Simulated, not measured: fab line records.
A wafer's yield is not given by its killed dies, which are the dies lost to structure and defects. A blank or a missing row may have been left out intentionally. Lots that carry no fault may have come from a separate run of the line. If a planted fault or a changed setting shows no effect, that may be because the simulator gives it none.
What tool caused it?	flow nand-harc	12 lots with 34 wafers sampled at 6 steps, on a route of 1302 steps

== WHAT EACH GAUGE READ, for each wafer ==
NHARC_A_SGD_CUT_INSPECT_11. Usual: raw-defect-count reads 57 (standard deviation 24).
lot	measured	on	raw-defect-count	flag
L245	day 19 03:14	defect-inspect-02	56 61 62	
L246	day 20 02:04	defect-inspect-02	100 103 108	
L249	day 20 05:46	defect-inspect-02	66 49 52	
L252	day 22 10:07	defect-inspect-02	56 79 56	
L256	day 23 17:15	defect-inspect-02	29 23 24	
L257	day 24 07:26	defect-inspect-02	71 89	
L258	day 24 17:16	defect-inspect-01	34 36	
L259	day 25 11:29	defect-inspect-01	62 61 70	
L266	day 27 12:44	defect-inspect-02	51 59 56	
L265	day 27 13:04	defect-inspect-02	56 53 53	
L267	day 28 03:38	defect-inspect-02	18 16 16	
L268	day 28 14:23	defect-inspect-01	44 47 49	

NHARC_END_SORT_01. Usual: killed-at-array 52, standard deviation 16; killed-at-other 0.8, standard deviation 1.1; killed-at-periphery 4.2, standard deviation 2.5; killed-dies 57, standard deviation 16; killed-open 3.4, standard deviation 2; killed-short 2.6, standard deviation 1.6.
lot	measured	on	killed-at-array	killed-at-other	killed-at-periphery	killed-dies	killed-open	killed-short	flag
L256	day 28 21:23	prober-01	46 47 58	0 3 0	1 4 9	47 54 67	2 2 4	2 1 2	
L257	day 29 19:37	prober-02	71 77	1 0	1 3	73 80	4 4	2 4	
L258	day 29 19:32	prober-01	48 48	1 0	3 3	52 51	5 1	5 1	

== TOOL THAT RAN EACH LOT (tool first, then ch and the chambers of the sampled wafers, then the start) ==
lot	NHARC_A_SGD_CUT_DESCUM_14	NHARC_A_SGD_CUT_DEP_20	NHARC_A_SGD_CUT_CMP_21	NHARC_A_SGD_CUT_ETCHBACK_24
L245	rie-diel-06 ch 0,1, day 19 03:18	fcvd-01 ch 0, day 19 04:26	cmp-01 ch 0,2, day 19 09:03	rie-diel-08 ch 0,3, day 19 09:32
L246	rie-diel-06 ch 0,1,3, day 20 02:07	fcvd-01 ch 0,1, day 20 03:16	cmp-03 ch 0,1,2, day 20 07:54	rie-diel-06 ch 0,1,3, day 20 08:23
L249	rie-diel-11 ch 2,3, day 20 05:50	fcvd-01 ch 0,1, day 20 06:57	cmp-03 ch 0,2,3, day 20 11:44	rie-diel-11 ch 1,3, day 20 12:14
L252	rie-diel-08 ch 1,2, day 22 10:11	fcvd-01 ch 0,1, day 22 11:28	cmp-03 ch 1,3, day 22 15:43	rie-diel-06 ch 1,3, day 22 16:13
L256	rie-diel-06 ch 1,2,3, day 23 17:20	fcvd-01 ch 0,1, day 23 18:25	cmp-03 ch 0,2,3, day 23 23:07	rie-diel-11 ch 2,3, day 23 23:33
L257	rie-diel-06 ch 0,3, day 24 07:30	fcvd-01 ch 0, day 24 08:39	cmp-02 ch 0,2, day 24 14:14	rie-diel-11 ch 1,3, day 24 14:43
L258	rie-diel-08 ch 0,2, day 24 17:20	fcvd-01 ch 1, day 24 18:26	cmp-03 ch 1,3, day 24 23:05	rie-diel-08 ch 0,2, day 24 23:34
L259	rie-diel-06 ch 1,2,3, day 25 11:34	fcvd-02 ch 1, day 25 12:46	cmp-01 ch 0,2, day 25 18:36	rie-diel-06 ch 0,2,3, day 25 19:04
L266	rie-diel-11 ch 0,1,2, day 27 12:48	fcvd-01 ch 0,1, day 27 13:56	cmp-03 ch 0,2, day 27 18:36	rie-diel-11 ch 2,3, day 27 19:06
L265	rie-diel-06 ch 0,1,2, day 27 13:10	fcvd-01 ch 0,1, day 27 14:15	cmp-02 ch 2,3, day 27 18:34	rie-diel-06 ch 0,3, day 27 19:04
L267	rie-diel-06 ch 0,1,3, day 28 03:43	fcvd-01 ch 0,1, day 28 04:50	cmp-01 ch 1,2, day 28 09:55	rie-diel-08 ch 0,3, day 28 10:22
L268	rie-diel-11 ch 0,2,3, day 28 14:27	fcvd-01 ch 0,1, day 28 15:34	cmp-02 ch 0,1, day 28 20:14	rie-diel-08 ch 0,2,3, day 28 20:42
- NHARC_A_SGD_CUT_DESCUM_14: chemistry O2, time 3 s.
- NHARC_A_SGD_CUT_DEP_20: deposits SiO2, target thk 150 nm.
- NHARC_A_SGD_CUT_CMP_21: polishes, target thk 148.19 nm.
- NHARC_A_SGD_CUT_ETCHBACK_24: etches the open film in CH3F/O2, target depth 50 nm, time 92.857 s.

== AS READ BY THE TOOLS THEMSELVES (means over the sampled wafers that have a number; for cases with no such wafer, the mark the record gives instead) ==
NHARC_A_SGD_CUT_DESCUM_14. Usual: drypump-motor-current-A 5.6 A, standard deviation 0.46; oes-product-au 0.999 a.u., standard deviation 0.0061; rf-vpp-V 57.9 V, standard deviation 0.89; showerhead-plenum-p-Torr 1.93 Torr, standard deviation 0.085; throttle-valve-pct 11.311 %, standard deviation 0.0089.
lot	tool	drypump-motor-current-A (A)	oes-product-au (a.u.)	rf-vpp-V (V)	showerhead-plenum-p-Torr (Torr)	throttle-valve-pct (%)	flag
L245	rie-diel-06	5.4	1.005	57.5	1.93	11.312	
L246	rie-diel-06	5.6	0.991	57.9	1.91	11.317	
L249	rie-diel-11	5.7	1.001	57.6	1.94	11.319	
L252	rie-diel-08	6.1	1.001	57.8	1.98	11.311	
L256	rie-diel-06	5.5	1.004	58.9	1.94	11.311	
L257	rie-diel-06	5.5	0.998	57.1	1.89	11.308	
L258	rie-diel-08	5.4	1.001	57.7	1.92	11.323	
L259	rie-diel-06	5.5	0.996	57.9	1.94	11.325	
L266	rie-diel-11	6.0	0.996	57.9	1.85	11.311	
L265	rie-diel-06	5.3	0.993	58.0	1.96	11.313	
L267	rie-diel-06	5.5	1.005	58.0	1.90	11.308	
L268	rie-diel-11	5.8	0.996	57.1	1.88	11.307	

NHARC_A_SGD_CUT_CMP_21. Usual: motor-current-A 11.5 A, standard deviation 0.86; time-to-endpoint-s 49.4 s, standard deviation 2.7.
lot	tool	motor-current-A (A)	time-to-endpoint-s (s)	flag
L245	cmp-01	12.0	48.3	
L246	cmp-03	11.0	50.4	
L249	cmp-03	10.5	49.1	
L252	cmp-03	11.6	49.7	
L256	cmp-03	10.5	59.1	OFF
L257	cmp-02	10.8	57.8	OFF
L258	cmp-03	12.1	65.0	OFF
L259	cmp-01	11.4	51.4	
L266	cmp-03	10.2	50.0	
L265	cmp-02	11.4	48.0	
L267	cmp-01	11.9	56.5	
L268	cmp-02	11.4	49.6	

NHARC_A_SGD_CUT_ETCHBACK_24. Usual: drypump-motor-current-A 5.6 A, standard deviation 0.54; oes-product-au 0.96 a.u., standard deviation 0.033; rf-vpp-V 244.5 V, standard deviation 2; showerhead-plenum-p-Torr 2.47 Torr, standard deviation 0.12; throttle-valve-pct 20.662 %, standard deviation 0.0089.
lot	tool	drypump-motor-current-A (A)	oes-product-au (a.u.)	rf-vpp-V (V)	showerhead-plenum-p-Torr (Torr)	throttle-valve-pct (%)	flag
L245	rie-diel-08	5.0	0.99	243.6	2.42	20.658	
L246	rie-diel-06	5.6	0.93	244.5	2.46	20.659	
L249	rie-diel-11	5.4	0.92	246.4	2.55	20.659	
L252	rie-diel-06	5.7	0.96	244.5	2.43	20.666	
L256	rie-diel-11	5.7	1.00	245.4	2.49	20.657	
L257	rie-diel-11	5.4	0.95	244.6	2.52	20.667	
L258	rie-diel-08	5.3	0.94	245.1	2.47	20.660	
L259	rie-diel-06	5.4	0.92	244.5	2.48	20.660	
L266	rie-diel-11	6.1	0.92	244.3	2.38	20.653	
L265	rie-diel-06	5.4	0.92	243.6	2.43	20.664	
L267	rie-diel-08	5.3	0.99	245.5	2.52	20.669	
L268	rie-diel-08	5.5	0.99	245.2	2.52	20.659	

== THE ANSWER, worked out from the rows above alone ==
Rule: take the mean of a lot's wafers that have a number; if it is more than 3 standard deviations from the usual mean, the lot is off. Also off: a lot with no number at a reading for which 4 or more lots have one. Any other lot the step has rows for is counted as sound. Order of review: gauges by route order, followed by the tools' own readings, for which a lot's mean as printed above is used. At the first step where some lot is off, the reading lying furthest off is the one used; lots without a number count as furthest.
Off: L256, L257, L258 (NHARC_A_SGD_CUT_CMP_21, time-to-endpoint-s).
A tool fits if, at that step or a process step before it, it ran every lot that is off, and no sound lot after the first of them. Not one of the candidates tried fits.

== WHAT WAS PUT IN BY THE SIMULATOR ==
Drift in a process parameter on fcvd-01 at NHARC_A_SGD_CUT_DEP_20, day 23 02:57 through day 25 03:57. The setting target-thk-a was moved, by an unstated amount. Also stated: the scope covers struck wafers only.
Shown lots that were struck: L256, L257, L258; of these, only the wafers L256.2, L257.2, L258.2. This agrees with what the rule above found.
